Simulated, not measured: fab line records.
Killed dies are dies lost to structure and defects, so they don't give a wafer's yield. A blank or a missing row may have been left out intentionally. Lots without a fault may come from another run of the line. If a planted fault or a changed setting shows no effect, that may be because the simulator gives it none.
Code-filled problem report in 8D (eight disciplines) form / flow nandHarc / the parts of the form that need people (team, actions taken, sign-off) are left out

== 1. WHAT WENT WRONG ==
killedAtArray at NHARC_END_SORT_01 reads a mean of 97 on 1 wafer of 1 lot; wafers without a fault read 28 with a standard deviation of 11. That is +6.3 standard deviations from the usual mean.
Earliest sighting: wafer L950.3 on prober-01 at day 23 12:59. The record has a number at this step for 4 wafers belonging to 2 lots. By rule, "out" or "out of limits" means more than 4 standard deviations away from the usual mean. Any other wafer with a number is counted as sound.

== 2. WHAT IT IS; WHAT IT IS NOT ==
question=which readings at this step; is=killedAtArray, killedDies; is not=killedAtOther, killedAtPeriphery, killedOpen, killedShort
question=which lots; is=L950; is not=L936
question=which wafers of those lots; is=all that have a number; is not=-
question=read on which gauges; is=prober-01; is not=prober-02
question=when; is=from day 23 12:59; is not=up to then (3 sound wafers)

== 3. SUSPECTS, AND WHAT RULES EACH OUT ==
Counting: a tool at a process step up to the reading stays a suspect if it ran every lot that is out and no sound lot after the first of them.
- the gauge at NHARC_END_SORT_01: kept. All the wafers that are out were read on prober-01, and no step on other tools shows them out.
- rieDiel-12 at NHARC_A_BLC_ETCH_16 (etches the open film in CF4, target depth 39 nm, time 65 s): kept. It ran the lot that is out, L950 (day 20 22:04), and no sound lot after that; its last sound lot up to then is L936 (day 17 15:23).
- rieDiel-03 at NHARC_A_BLC_STRIP_21 (strips in O2): kept. It ran the lot that is out, L950 (day 20 23:09), and no sound lot after that.
- wetBench-01 at NHARC_A_BLC_STRIP_22 (strips in post etch residue remover, time 600 s): kept. It ran the lot that is out, L950 (day 20 23:20), and no sound lot after that; its last sound lot up to then is L936 (day 17 16:50).
- pvdSputter-03 at NHARC_A_BLC_DEGAS_30 (time 60 s): kept. It ran the lot that is out, L950 (day 20 23:36), and no sound lot after that.
- pvdSputter-03 at NHARC_A_BLC_PVD_32 (deposits Ti, target thk 5 nm, time 17.7 s): kept. It ran the lot that is out, L950 (day 23 12:59), and no sound lot after that. NHARC_A_BLC_PVD_32 gives no start for some lots, so the hours and the order of its lots are those of NHARC_END_SORT_01.
- cvdW-02 at NHARC_A_BLC_CVD_24 (deposits W, target thk 150 nm, time 434 s): kept. It ran the lot that is out, L950 (day 23 12:59), and no sound lot after that. NHARC_A_BLC_CVD_24 gives no start for some lots, so the hours and the order of its lots are those of NHARC_END_SORT_01.
Left after counting: rieDiel-12 at NHARC_A_BLC_ETCH_16, rieDiel-03 at NHARC_A_BLC_STRIP_21, wetBench-01 at NHARC_A_BLC_STRIP_22, pvdSputter-03 at NHARC_A_BLC_DEGAS_30, pvdSputter-03 at NHARC_A_BLC_PVD_32, cvdW-02 at NHARC_A_BLC_CVD_24, prober-01 at NHARC_END_SORT_01.

== 4. THE CAUSE (what the simulator had put in) ==
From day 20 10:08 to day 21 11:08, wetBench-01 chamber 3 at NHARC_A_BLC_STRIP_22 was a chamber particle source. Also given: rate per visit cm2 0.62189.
Counting leaves 7 suspects; this tool is one of them.

== 5. THE CHAIN OF EFFECTS, in route order ==
Each row: a reading whose mean over the struck wafers that have a number lies more than 3 standard deviations from the usual. Scope: only readings with a usual standard deviation given in the record; hours: median across lots of the time from each lot's start at the first step in this table that gives one to its start at this step; sigmas: change in usual standard deviations.
hours=0; step=NHARC_END_SORT_01; reading=killedAtArray; usual=28; on struck wafers=97; change=+69; sigmas=+6.3
hours=0; step=NHARC_END_SORT_01; reading=killedDies; usual=32; on struck wafers=98; change=+66; sigmas=+6.0

== 6. HOW IT WOULD HAVE BEEN CAUGHT EARLIER ==
The first out-of-limits reading at a measuring or inspecting step in this record came at day 23 12:59, 75 hours after the fault's start at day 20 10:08.
All the lots that are out (1) had begun NHARC_A_BLC_STRIP_22 on wetBench-01 by day 23 12:59. Tool hold at that time: it would have spared none of them.
